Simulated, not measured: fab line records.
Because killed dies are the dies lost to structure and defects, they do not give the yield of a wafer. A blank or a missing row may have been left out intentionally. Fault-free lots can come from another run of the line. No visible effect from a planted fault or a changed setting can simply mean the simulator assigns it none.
fab line records ; flow n5Finfet
[record] lots = 4; wafers = 9; lastDay = 18
route steps=1938 shown BEOL_M4@1099 BEOL_M5@1112 PASS1_CAP@1874 PASSIVATION@1936
lots with no fault: from the same line, run without faults
startH: hours from the record's opening day to when the first of the lot's shown wafers began ; waitH: hours elapsed since this lot's preceding step ; " as in the row above ; L1.1+2: a single row standing in for several wafers ; - either no value or no given start ; * or withheld: withheld ; < > ~ a bound
route shown NAME@n: NAME is a module with steps in the file, n the number in the route of the first one ; usual: mean and standard deviation over wafers with no fault ; same: alike in all rows ; chamber/n: place in a boat ; sites: the reading at each site ; _std_site: how widely they spread, as a standard deviation ; _edge_site: mean of outer sites minus mean of inner sites ; radiusMm: for every site, how far away it sits from the centre of the wafer ; mask NAME#n: copy n ; behind: tool/chamber where the wafer was last shaped ; hold: cause of the lot's hold/its duration in hours/its outcome ; device: which transistor (n, p or np) failed to switch ; end of line: the tests these same wafers got at the end of their route ; a step given without rows: its recipe and nothing more ; killed: dies lost to structure and defects at the first sort, not the wafer's yield ; map: dies across one wafer; x = killed, . = not, _ = none there
set.NAME: the setting as run; set.NAME@STEP: as run at that earlier step ; model.NAME: the simulator's own value behind a step, which no gauge read
lots at some steps of the route; a table a step, a row a wafer
services: when a tool's chamber went out of use (startH, in hours from the record's first day, below 0 if earlier), for how many hours, and the reason
[[steps]]
[step N5_BEOL_M4_ANNEAL_95]
[recipe] tempC = 400; timeS = 240; ambient = vacuum
[step N5_BEOL_M4_SPUTTER_96]
[recipe] material = Cu; targetThkA = 45; tempC = -20; chamberPressurePa = 0.07; powerW = withheld; timeS = 8.29
[step N5_BEOL_M4_ECD_50]
[recipe] material = Cu; targetThkA = 3000
[step N5_BEOL_M4_ANNEAL_51]
[recipe] tempC = 225; timeS = 90; ambient = N2
[step N5_BEOL_M4_CMP_52]
[recipe] stopOn = SiOC; tOverpolishS = 6.8; downForcePsi = 1; platenRpm = 50; clearingPlatenDownForcePsi = 1.5; clearingPlatenRpm = 50; postCmpClean = cuAlkaline; targetThkNm = 40; clearingPlatenPadVelocityMS = 0.99484; padVelocityMS = 0.99484
[step N5_BEOL_M4_PRE_CLEAN_60]
[recipe] gas = NH3/H2; timeS = 15; tempC = *; rfPowerW = 300
[step N5_BEOL_M4_CO_CAP_55]
[recipe] material = Co; targetThkA = 20; tempC = 200; precursor = CCTBA/H2; pressureTorr = 30; timeS = 102.1
[step N5_BEOL_M4_PRE_CLEAN_56]
[recipe] gas = NH3; timeS = 15; tempC = withheld; rfPowerW = 300
[step N5_BEOL_M4_DEP_57]
[recipe] material = SiCN; targetThkA = 80; tempC = withheld; precursor = 3MS/NH3; pressureTorr = 3; rfW = 202; timeS = 14
[step N5_BEOL_M4_RC_MEAS_101]
[usual] DIBL_N = 36.2/1.6; DIBL_P = 36.5/1.9; IOFF_N = 0.158/0.027; IOFF_P = 0.21/0.038; ION_N = 675/12; ION_P = 464/8.9; SS_N = 71.5/0.61; SS_P = 73.4/0.59; VT_N = 250.4/3; VT_P = -250/3.6
lot.wafer;tool;chamber;startH;waitH;DIBL_N[mV/V];DIBL_P[mV/V];IOFF_N[nA/um];IOFF_P[nA/um];ION_N[uA/um];ION_P[uA/um];SS_N[mV/dec];SS_P[mV/dec];VT_N[mV];VT_P[mV]
L241.1;prober-02;0;185.89;0.0;33.6;32.2;0.115;0.14;648;443;71.4;72.3;255.8;-256
L241.4;prober-02;0;185.89;0.0;34.8;34.9;0.135;0.18;660;455;71.9;72.5;251.2;-254
L241.5;prober-02;0;185.89;0.0;33.9;33.5;0.119;0.16;656;445;71.4;72.9;254.5;-256
L244.6;prober-01;0;211.48;0.8;36.7;37.9;0.165;0.25;685;474;72.1;73.2;248.9;-245
L246.2;prober-02;0;219.14;0.2;33.5;33.8;0.121;0.16;666;456;71.6;73.7;253.3;-253
L246.4;prober-02;0;219.14;0.2;37.5;40.1;0.211;0.26;686;471;71.5;74.4;246.2;-247
L257.1;prober-02;0;307.55;0.0;37.6;35.6;0.169;0.23;663;456;72.5;73.1;251.5;-248
L257.2;prober-02;0;307.55;0.0;36.5;35.5;0.159;0.23;674;470;72.1;73.5;249.0;-246
L257.4;prober-02;0;307.55;0.0;37.8;36.5;0.174;0.24;675;461;72.2;73.8;248.9;-249
[step N5_BEOL_M5_ILD_DEP_00]
[recipe] material = SiCOH_lowk; targetThkA = 1406.4; tempC = 300; precursor = DEMS/porogen; pressureTorr = 5; rfW = 500; timeS = 25.9
[step N5_BEOL_M5_CURE_79]
[recipe] tempC = 385; timeS = 240; ambient = He/Ar; material = SiCOH_lowk
[step N5_BEOL_M5_PECVD_70]
[recipe] material = SiO2; targetThkA = 160; tempC = 400; precursor = TEOS/O2; pressureTorr = 5.5; rfW = 450; teosFlowSccm = 53.8; gas = O2; flowSccm = 3000; timeS = 18
[step N5_BEOL_M5_HM_DEP_02]
[recipe] material = TiN; targetThkA = 200; tempC = 25; chamberPressurePa = 0.49996
[step N5_BEOL_M5_COAT_59]
[recipe] resist = SOC; tempC = 250; timeS = 60; spinRpm = 1500; resistThkNm = 60
[step N5_BEOL_M5_COAT_60]
[recipe] resist = SiARC; tempC = 220; timeS = 60; spinRpm = 1500; resistThkNm = 12
[step N5_BEOL_M5_COAT_71]
[recipe] resist = underlayer; tempC = 205; timeS = 60; spinRpm = 1500; resistThkNm = 5
[step N5_BEOL_M5_COAT_05]
[recipe] resist = CAR-EUV; spinRpm = 1500; resistThkNm = 30
[step N5_BEOL_M5_EBR_07]
[recipe] solvent = PGMEA; ebrWidthMm = 1.5
[step N5_BEOL_M5_SOFTBAKE_06]
[recipe] tempC = 110; timeS = 60; resist = CAR-EUV
[step N5_BEOL_M5_EXPOSE_08]
[recipe] maskId = M5; na = 0.33; sourceShape = annular; sigmaInner = 0.4; sigmaOuter = 0.8; polarization = unpolarized; targetCdNm = 28; doseMj = 35.75
[step N5_BEOL_M5_PEB_09]
[recipe] pebTempC = 100; pebTimeS = 60; resist = CAR-EUV
[step N5_BEOL_M5_DEVELOP_10]
[recipe] developTimeS = 30; developer = TMAH; resist = CAR-EUV; rinseLiquid = surfactantRinse; dry = airSpin; devTempC = 23
[step N5_BEOL_M5_DESCUM_16]
[recipe] chemistry = O2; timeS = 7; sourcePowerW = 50; biasPowerW = 20; pressureMtorr = 20; rfFrequencyHz = 2.712e+07; tempC = 40; resist = CAR-EUV; o2FlowSccm = 225
[step N5_BEOL_M5_ETCH_72]
[recipe] chemistry = N2/H2; target = underlayer; targetDepthA = 65; maskMaterial = CAR-EUV; timeS = 5.2; ionEnergyEv = 200; pressureMtorr = 30; sourceW = 840; biasW = 150; n2FlowSccm = 200; h2FlowSccm = 200; ends = cleared
[step N5_BEOL_M5_ETCH_61]
[recipe] chemistry = CF4; target = SiARC; targetDepthA = 156; maskMaterial = CAR-EUV; timeS = 26; ionEnergyEv = 80; pressureMtorr = 40; sourceW = 545; biasW = 36; Ar_flow_sccm = 100; cf4FlowSccm = 100; ends = cleared
[step N5_BEOL_M5_ETCH_62]
[recipe] chemistry = N2/H2; target = SOC; targetDepthA = 750; overetchA = 150; maskMaterial = SiARC; tempC = 40; timeS = 112.5; ionEnergyEv = 200; pressureMtorr = 30; sourceW = 840; biasW = 150; n2FlowSccm = 200; h2FlowSccm = 200
[step N5_BEOL_M5_STRIP_63]
[recipe] chemistry = N2/H2; tempC = 40; n2FlowSccm = 200; h2FlowSccm = 200; rfFrequencyHz = 6e+07
[step N5_BEOL_M5_STRIP_73]
[recipe] chemistry = N2/H2; tempC = 40; n2FlowSccm = 200; h2FlowSccm = 200; rfFrequencyHz = 6e+07
[step N5_BEOL_M5_STRIP_64]
[recipe] chemistry = CF4; resist = SiARC; powerW = 300; biasPowerW = 75; pressureMtorr = 50; cf4FlowSccm = 150; rfFrequencyHz = 6e+07
[step N5_BEOL_M5_HM_OPEN_17]
[recipe] chemistry = Cl2/BCl3; targetDepthA = 200; overetchA = 60; target = TiN; maskMaterial = SOC; ionEnergyEv = 150; pressureMtorr = 10; icpW = 1000; biasW = 126; Cl2_flow_sccm = 53.25; bcl3FlowSccm = 21.75; Ar_flow_sccm = 25
[step N5_BEOL_M5_STRIP_19]
[recipe] chemistry = O2; powerW = 400; tempC = 40; pressureMtorr = 30; rfFrequencyHz = 6e+07; biasPowerW = 0; overashFraction = 0.2; o2FlowSccm = 225
[step N5_BEOL_M5_COAT_65]
[recipe] resist = SOC; tempC = 250; timeS = 60; spinRpm = 1500; resistThkNm = 60
[step N5_BEOL_M5_COAT_66]
[recipe] resist = SiARC; tempC = 220; timeS = 60; spinRpm = 1500; resistThkNm = 12
[step N5_PASSIVATION_PECVD_01]
[recipe] material = SiNx; targetThkA = 2000; tempC = 400; precursor = SiH4/NH3/N2; pressureTorr = 4.9; rfW = 1406; timeS = 43.2
[usual] heaterPowerW = 369/82; showerheadPlenumPTorr = 8.64/0.06; throttleValvePct = 28.7/1.3
lot.wafer;tool;chamber;startH;waitH;heaterPowerW;showerheadPlenumPTorr;throttleValvePct;model.SiNx_of_PASSIVATION_PECVD_01.thkNm
L241.1;pecvd-03;0;292.02;0.0;516;8.59;28.5;201.2
L241.4;pecvd-03;0;292.02;0.0;350;8.61;28.7;204.6
L241.5;pecvd-03;1;292.02;0.0;424;8.60;29.0;201
L244.6;pecvd-03;2;323.06;0.0;320;8.68;27.5;218.8
L246.2;pecvd-03;2;328.36;0.0;377;8.68;27.3;219.4
L246.4;pecvd-03;2;328.36;0.0;398;8.71;27.2;221.8
L257.1;pecvd-04;0;414.05;0.0;410;8.68;31.3;198.8
L257.2;pecvd-04;1;414.05;0.0;351;8.56;29.3;201.6
L257.4;pecvd-04;2;414.05;0.0;255;8.72;27.0;200.6
[step N5_PASSIVATION_PROBE_49]
[usual] defectLimitedYield = 91.3/1.7; killed_at_M0_to_M3 = 33/11; killed_at_M4_up = 14/5.5; killedAtContacts = 13/6.5; killedAtFrontEnd = 39/13; killedAtOther = 3.4/2.9; killedDies = 103/20; killedOpen = 69/15; killedShort = 32/8.1; sort_bin_5_function = 5.1/1.1; sort_bin_6_memory = 3.3/0.74; sortNPass = 1077/20; sortYieldPct = 91.3/1.7
[same] grossDies = 1180; killedAtBackSide = 0; sort_bin_4_leakage[%] = 0; sort_bin_8_speed[%] = 0
lot.wafer;tool;chamber;startH;waitH;defectLimitedYield[%];killed_at_M0_to_M3;killed_at_M4_up;killedAtContacts;killedAtFrontEnd;killedAtOther;killedDies;killedOpen;killedShort;sort_bin_5_function[%];sort_bin_6_memory[%];sortNPass;sortYieldPct[%]
L244.6;prober-01;-;331.16;0.3;66.4;30;14;14;51;287;396;77;32;29.6;3.2;784;66.4
L246.2;prober-02;-;336.39;0.1;68.6;19;9;13;25;304;370;41;28;29.3;1.9;810;68.6
L246.4;prober-02;-;336.49;0.2;66.9;35;10;9;23;313;390;62;24;30.0;2.9;790;66.9
// killed by level:class
L244.6 PASS1_CAP:areaPecvd=283 FIN_SAQP:geometricParticle:open=16 MOL_CONTACT_COAG:geometricParticle:open=11 GATE_CUT:geometricParticle:short=8 BEOL_M0_SAQP:geometricParticle:open=8 BEOL_M3:geometricParticle:open=6 BEOL_M4:geometricParticle:open=6 FIN_SAQP:geometricParticle:short=5
L246.2 PASS1_CAP:areaPecvd=300 FIN_SAQP:geometricParticle:open=7 MOL_CONTACT_COAG:geometricParticle:open=7 MOL_CONTACT_COAG:geometricParticle:short=6 STARTING-WAFER:geometricParticle:short=5 BEOL_M0_SAQP:geometricParticle:short=4 BEOL_M1:geometricParticle:open=4 FIN_SAQP:geometricParticle:short=3
L246.4 PASS1_CAP:areaPecvd=302 BEOL_M0_SAQP:geometricParticle:open=12 FIN_SAQP:geometricParticle:open=7 MOL_CONTACT_COAG:geometricParticle:open=7 BEOL_M1:geometricParticle:open=7 BEOL_M3:geometricParticle:open=6 BEOL_M4:geometricParticle:open=6 FIN_SAQP:geometricParticle:short=3
// map L244.6 (x killed, . not)
_________________...........x________________
______________............x....._____________
___________......xxx...............__________
__________.........................._________
________...............xx.........x..._______
_______.......................x........______
______.........x........xx..x....x.x...._____
_____xx........x.x.x..x.xxx..............____
____........xxxxx..xxxxx.x......xx.....x..___
___.............xxxxxxxx.x.x...x........x.x__
___.......x.....x.xxxxxxxxx.xxx..x.....x.x.__
__...x.........x..xxxxxxxxxx.x..x..........._
__..x........xxxxxxxxxxxxxxxxxx..xx...x.xx.._
_x.........x.xxxxx.xxxxxxxxxxxxxxxxx.x.......
_..........xx.xxxxxxxxxx.xxxxx.xxxx.........x
_.........x...xxxxxxxxxxxxxxxxxxx...xx.......
_........x.....xxxxxxxx.xxxxxx.xx.xx.x..x..x.
_x..x....x.xxxxxxxxxxxxxxxxxxxx...xx.x...xx.x
_x.......xx.xxxxxxxxxxxx.xxxxxxx.xxx.........
_..x.......xxxx..xxxxx.xxxxxxxxxxxx.......x..
_............xxxxxxxxxxxxxxxxxx.x......x.x...
__............xxxx.xxxxxxxxxxxxxx.x.....x..._
__..........x..xx.x.xxxx.x..xxx..xx........x_
___........x...x..x.xxx.xxxxx.x..........x.__
___.......x...x...xxxxxxxx.xx.......x.x....__
____.........x..x.xxx.x.x..x............xx___
_____....x....x.....xxxxxx........x...x.x____
______............x........x.x..x....x.._____
_______............x.x.................______
________..x..x.x...x.................._______
__________...........x.......x......_________
___________x.x......x..............__________
______________x.x..............._____________
_________________............________________
// map L246.4 (x killed, . not)
_________________...........x________________
______________.................._____________
___________...x.........x..........__________
__________..........xx..........x..._________
________x.......x.x.........x........._______
_______.....x........xx.xx.......x.....______
______.........x.xx...x.x..............._____
_____....x.x......x..x.x......x.x........____
____x.....x.xxx.xxxxxxxx.xxx...x..x.......___
___.......xx.x.x.x....x..xx.x.xx...........__
___.............x.x.xxxx.xx.x.x.xx.x.......__
__..........xxx.xxxx.xxx.xx.xx.x...x........_
__.....x.....xxxx.xxxxxxxxxx.xxx.xx........._
_........x...xxxxxxxxxxxxxxx.xxx.x.xx........
_......x.....xxxxxxxxxxxxxx.xxxx..x...x......
_..........x.xx.xx.xxxx.xxxxxxxxx............
_.........xxxxxx.xxxxxxxxxxxxxx.x.xx.....x...
_..x.....x...xxxxxxxxx.xxxxxxxxx...x.x.......
_.......xxxxxxxxxxxxxxxxxxxxxx.x..xxxx..x.x..
_.......x....xxxxxxxxxx.xxxxxxx...xxx........
_..x......xxxx.xxxxxxxxxxxxxxxxxx.xxx........
__..x.x....x..xx..xxxx.xxxxxxxx.x..........._
__x......xx....xxxxxxxxx.xx.xx.xx.........xx_
___.x......x.x..xxx.xxxxxx.xx.x....x.......__
___..x.....xx..xx..xxx.x.x.xx..x.x..x......__
____...............xxxxxxx.......xx..x....___
_____............x......x.x...x.x.xx.....____
______........xx..x.x........x.........._____
_______.....x....xx.......xx...........______
________..x..........................._______
__________.........................._________
___________x...................x...__________
______________..........x......._____________
_________________.........x..________________
[[services]]
tool;chamber;startH;hours;kind
pecvd-04;-;284.97;2.8;pm
pecvd-03;0;296.46;5.5;scheduledDown
pecvd-03;1;339.16;4.0;repair
pecvd-04;2;366.19;5.5;scheduledDown
pecvd-03;2;375.50;2.1;scheduledDown
pecvd-03;0;393.85;5.0;scheduledDown
pecvd-03;0;398.85;5.5;scheduledDown
[[key]]
[firstSign] step = N5_PASSIVATION_PROBE_49; reading = killedAtOther; direction = up; sigmas = 99+; usual = 3.4; struck = 301.3
[effect] step = N5_PASSIVATION_PROBE_49; reading = sort_bin_5_function; direction = up; sigmas = 23; usual = 5.1; struck = 29.6
[modelEffect] step = N5_PASSIVATION_PECVD_01; value = SiNx_of_PASSIVATION_PECVD_01.thkNm; without = 204.3; struck = 220
[moreKillsBornAt] N5_PASSIVATION_PECVD_01@pecvd-03 = 885
metAt N5_PASSIVATION_PECVD_01
struckWafers L244.6,L246.2,L246.4
[earlierFault] kind = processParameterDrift; tool = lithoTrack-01; chamber = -; onsetH = 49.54; steps = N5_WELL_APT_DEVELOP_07; channel = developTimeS; offset = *; shape = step; actsIn = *; stated = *
[fault] kind = processParameterDrift; tool = pecvd-03; chamber = 2; onsetH = 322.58; steps = N5_PASSIVATION_PECVD_01; channel = timeS; offset = *; shape = step; actsIn = *; stated = *
